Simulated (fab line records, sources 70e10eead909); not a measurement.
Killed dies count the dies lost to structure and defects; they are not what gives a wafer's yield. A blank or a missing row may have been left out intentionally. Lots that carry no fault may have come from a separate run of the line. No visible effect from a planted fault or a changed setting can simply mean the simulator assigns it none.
Which tool did it? + flow nandHarc + 12 lots with 36 wafers sampled at 5 steps, on a route of 1302 steps

WHAT EACH GAUGE READ, for each wafer
NHARC_A_CONTACT_INSPECT_71.
| lot  | measured     | on               | rawDefectCount |
|------|--------------|------------------|----------------|
| L074 | day 22 14:59 | defectInspect-02 | 43 55 48       |
| L077 | day 23 19:46 | defectInspect-01 | 31 17 26       |
| L078 | day 24 08:19 | defectInspect-01 | 153 163 158    |
| L081 | day 24 18:28 | defectInspect-01 | 81 89 91       |
| L083 | day 25 08:41 | defectInspect-01 | 90 85 73       |
| L084 | day 26 08:07 | defectInspect-01 | 80 76 91       |
| L087 | day 27 15:14 | defectInspect-02 | 98 74 94       |
| L089 | day 27 22:19 | defectInspect-02 | 20 19 26       |
| L091 | day 29 17:43 | defectInspect-02 | 74 83 70       |
| L092 | day 30 02:50 | defectInspect-02 | 76 83 83       |
| L094 | day 30 20:11 | defectInspect-02 | 96 69 79       |
| L097 | day 31 16:34 | defectInspect-02 | 103 99 95      |

TOOL THAT RAN EACH LOT (tool first, then ch and the chambers of the sampled wafers, then the start)
| lot  | NHARC_A_CONTACT_DEP_29          | NHARC_A_CONTACT_DESCUM_47         | NHARC_A_CONTACT_ETCH_122           | NHARC_A_CONTACT_ETCH_102          |
|------|---------------------------------|-----------------------------------|------------------------------------|-----------------------------------|
| L074 | pecvd-04 ch 0,1, day 22 01:04   | rieDiel-05 ch 0,2,3, day 22 01:50 | harCapEtch-03 ch 0,1, day 22 06:15 | rieDiel-13 ch 0,1,2, day 22 08:11 |
| L077 | pecvd-02 ch 0,1,2, day 23 08:51 | rieDiel-13 ch 0,1,3, day 23 09:38 | harCapEtch-02 ch 0,1, day 23 13:24 | rieDiel-13 ch 0,2,3, day 23 15:02 |
| L078 | pecvd-04 ch 0,1, day 23 14:02   | rieDiel-09 ch 1,2,3, day 23 14:57 | harCapEtch-01 ch 0,1, day 23 19:26 | rieDiel-09 ch 1,2,3, day 23 21:31 |
| L081 | pecvd-02 ch 0,1,2, day 24 05:17 | rieDiel-13 ch 1,2,3, day 24 06:00 | harCapEtch-02 ch 0,1, day 24 09:45 | rieDiel-13 ch 0,1,2, day 24 11:28 |
| L083 | pecvd-04 ch 0,1,2, day 24 20:58 | rieDiel-13 ch 2,3, day 24 21:52   | harCapEtch-02 ch 0, day 25 01:37   | rieDiel-09 ch 2,3, day 25 03:19   |
| L084 | pecvd-03 ch 0,2, day 25 21:11   | rieDiel-05 ch 1,2,3, day 25 21:56 | harCapEtch-03 ch 1, day 26 01:42   | rieDiel-13 ch 0,1,2, day 26 03:22 |
| L087 | pecvd-04 ch 0,2, day 27 02:46   | rieDiel-05 ch 0,1,3, day 27 03:40 | harCapEtch-01 ch 0,1, day 27 08:23 | rieDiel-13 ch 1,2,3, day 27 10:05 |
| L089 | pecvd-02 ch 0,2, day 27 09:17   | rieDiel-09 ch 1,3, day 27 10:13   | harCapEtch-02 ch 0,1, day 27 14:26 | rieDiel-13 ch 1,3, day 27 16:38   |
| L091 | pecvd-02 ch 1,2, day 29 01:52   | rieDiel-05 ch 0,1,3, day 29 02:46 | harCapEtch-01 ch 0, day 29 06:30   | rieDiel-05 ch 0,1,2, day 29 08:11 |
| L092 | pecvd-02 ch 0,1,2, day 29 13:40 | rieDiel-13 ch 1,2,3, day 29 14:35 | harCapEtch-02 ch 0,1, day 29 19:01 | rieDiel-05 ch 0,1,2, day 29 20:44 |
| L094 | pecvd-03 ch 0,2, day 30 04:10   | rieDiel-13 ch 0,1, day 30 05:02   | harCapEtch-02 ch 0, day 30 09:32   | rieDiel-09 ch 1,2, day 30 15:19   |
| L097 | pecvd-03 ch 1,2, day 31 03:25   | rieDiel-13 ch 1,2,3, day 31 04:17 | harCapEtch-02 ch 0,1, day 31 08:01 | rieDiel-13 ch 2,3, day 31 09:39   |
- NHARC_A_CONTACT_DEP_29: deposits SiON, target thk 100 nm.
- NHARC_A_CONTACT_DESCUM_47: chemistry O2, time 3 s.
- NHARC_A_CONTACT_ETCH_122: etches the open film in C4F8/O2/Ar, time 190 s, target depth 1850 nm.
- NHARC_A_CONTACT_ETCH_102: etches the open film in CF4/O2, target depth 100 nm, overetch 10 nm, time 55 s.

THE ANSWER, worked out from the rows above alone
Rule: what is usual is taken from the lots themselves. The widest of any qualifying gaps counts: lots, ordered by their means at a reading, are off when they make up no more than a third of the lots, leave a main group of 4 or more, and stand apart from it by 3 or more times the standard deviation of that group's means. Not used: any main group whose means are identical at the precision the tables above print for the reading. Also off: a lot with no number at a reading for which 4 or more lots have one. The other lots that the step has rows for count as sound.
None of the lots is off at any reading shown; this tells nothing.

WHAT THE SIMULATOR HAD PUT IN
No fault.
